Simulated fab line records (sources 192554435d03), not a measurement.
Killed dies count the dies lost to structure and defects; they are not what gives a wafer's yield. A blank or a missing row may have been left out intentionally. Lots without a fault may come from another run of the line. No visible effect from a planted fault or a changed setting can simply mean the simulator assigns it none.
Matching of chambers | flow n5Finfet | N5_BEOL_M1_ETCHBACK_99 on rieDiel-05: 4 sister chambers
The step etches SiO2 in CHF3, target depth 5 nm, time 10.4 s. 8 wafers are shown with their chamber, then 10 later ones without.

## WAFERS WITH THEIR CHAMBER
wafer  | chamber | drypumpMotorCurrentA (A) | showerheadPlenumPTorr (Torr)
L089.3 | 3       | 5.7                      | 2.27
L089.5 | 1       | 5.8                      | 2.23
L089.6 | 0       | 5.3                      | 2.18
L093.1 | 2       | 5.7                      | 2.21
L093.3 | 1       | 5.8                      | 2.23
L093.6 | 2       | 5.7                      | 2.21
L094.1 | 3       | 5.7                      | 2.27
L094.3 | 0       | 5.2                      | 2.17

## WAFERS MISSING THEIR CHAMBER
wafer  | drypumpMotorCurrentA (A) | showerheadPlenumPTorr (Torr)
L094.4 | 5.8                      | 2.23
L095.1 | 5.8                      | 2.23
L095.2 | 5.2                      | 2.17
L095.5 | 5.7                      | 2.27
L097.2 | 5.7                      | 2.26
L097.5 | 5.7                      | 2.21
L097.6 | 5.7                      | 2.26
L096.1 | 5.7                      | 2.21
L096.5 | 5.3                      | 2.17
L096.6 | 5.7                      | 2.26

## WHICH CHAMBER EACH WENT THROUGH
wafer  | from the rows above | in truth
L094.4 | 1                   | 1
L095.1 | 1                   | 1
L095.2 | 0                   | 0
L095.5 | 3                   | 3
L097.2 | 3                   | 3
L097.5 | 2                   | 2
L097.6 | 3                   | 3
L096.1 | 2                   | 2
L096.5 | 0                   | 0
L096.6 | 3                   | 3
Placed correctly: 10 of 10. From these rows, 0 cannot be placed. 0 placed wrongly.
How it was worked out, from the rows above alone: a wafer's distance from a chamber is the root of the sum, over the readings, of the square of ((its reading less the chamber's mean) divided by the reading's scatter). If the next closest chamber is less than 2 further off than the closest, the wafer can't be placed; otherwise it belongs to the closest. The mean given for a chamber averages the wafers shown for that chamber. The scatter is the square root of a quotient: the sum, over the shown wafers, of each reading's squared deviation from its chamber's mean, divided by wafers minus chambers.
